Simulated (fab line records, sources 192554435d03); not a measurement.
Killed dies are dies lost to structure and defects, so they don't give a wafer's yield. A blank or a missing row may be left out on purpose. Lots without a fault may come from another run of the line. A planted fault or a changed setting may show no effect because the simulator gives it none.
Chamber matching | flow n5_finfet | N5_HKMG_FIN_ETCH_54 on rie_diel-06: 4 sister chambers
The step etches SiARC in CF4, target depth 45.5 nm, time 75.8 s. 14 wafers are shown with their chamber, then 7 later ones without.

WAFERS WITH THEIR CHAMBER
wafer  | chamber | showerhead_plenum_p_Torr (Torr) | throttle_valve_pct (%) | oes_product_au (a.u.)
L227.1 | 3       | 2.10                            | 16.17                  | 0.57
L227.4 | 3       | 2.10                            | 16.17                  | 0.58
L227.6 | 1       | 2.22                            | 15.87                  | 0.62
L230.1 | 2       | 2.28                            | 15.15                  | 0.85
L230.2 | 0       | 2.12                            | 15.53                  | 0.61
L230.6 | 1       | 2.22                            | 15.88                  | 0.61
L231.3 | 2       | 2.28                            | 15.13                  | 0.85
L231.5 | 2       | 2.28                            | 15.15                  | 0.83
L231.6 | 0       | 2.12                            | 15.53                  | 0.61
L232.1 | 3       | 2.10                            | 15.64                  | 0.82
L232.3 | 1       | 2.22                            | 15.90                  | 0.61
L232.6 | 1       | 2.22                            | 15.88                  | 0.61
L245.3 | 2       | 2.27                            | 15.19                  | 0.79
L245.5 | 0       | 2.11                            | 15.58                  | 0.59

SIGNATURES (means of the wafers above)
reading                  | chamber 0 | chamber 1 | chamber 2 | chamber 3 | scatter within a chamber
showerhead_plenum_p_Torr | 2.1167    | 2.2200    | 2.2775    | 2.1000    | 0.00376
throttle_valve_pct       | 15.5467   | 15.8825   | 15.1550   | 15.9933   | 0.138
oes_product_au           | 0.6033    | 0.6125    | 0.8300    | 0.6567    | 0.0654
Rule: a wafer's distance from a chamber is the root of the sum, over the readings, of the square of ((its reading less the chamber's mean) divided by the reading's scatter). The wafer belongs to the nearest chamber; if the next one is less than 2 further off, it can't be placed. The scatter: the root of (the sum of the squares of (reading less its chamber's mean) over the shown wafers, divided by (wafers less chambers)).

WAFERS WITHOUT THEIR CHAMBER
wafer  | showerhead_plenum_p_Torr (Torr) | throttle_valve_pct (%) | oes_product_au (a.u.)
L245.6 | 2.09                            | 15.68                  | 0.76
L246.1 | 2.27                            | 15.18                  | 0.78
L246.4 | 2.09                            | 15.69                  | 0.75
L246.5 | 2.21                            | 15.93                  | 0.59
L247.3 | 2.27                            | 15.19                  | 0.78
L247.4 | 2.09                            | 15.68                  | 0.75
L247.5 | 2.09                            | 15.70                  | 0.75

WHICH CHAMBER EACH WENT THROUGH
wafer  | from the rows above | in truth
L245.6 | 3                   | 3
L246.1 | 2                   | 2
L246.4 | 3                   | 3
L246.5 | 1                   | 1
L247.3 | 2                   | 2
L247.4 | 3                   | 3
L247.5 | 3                   | 3
Placed correctly: 7 of 7. Can't be placed from these rows: 0. Placed wrongly: 0.
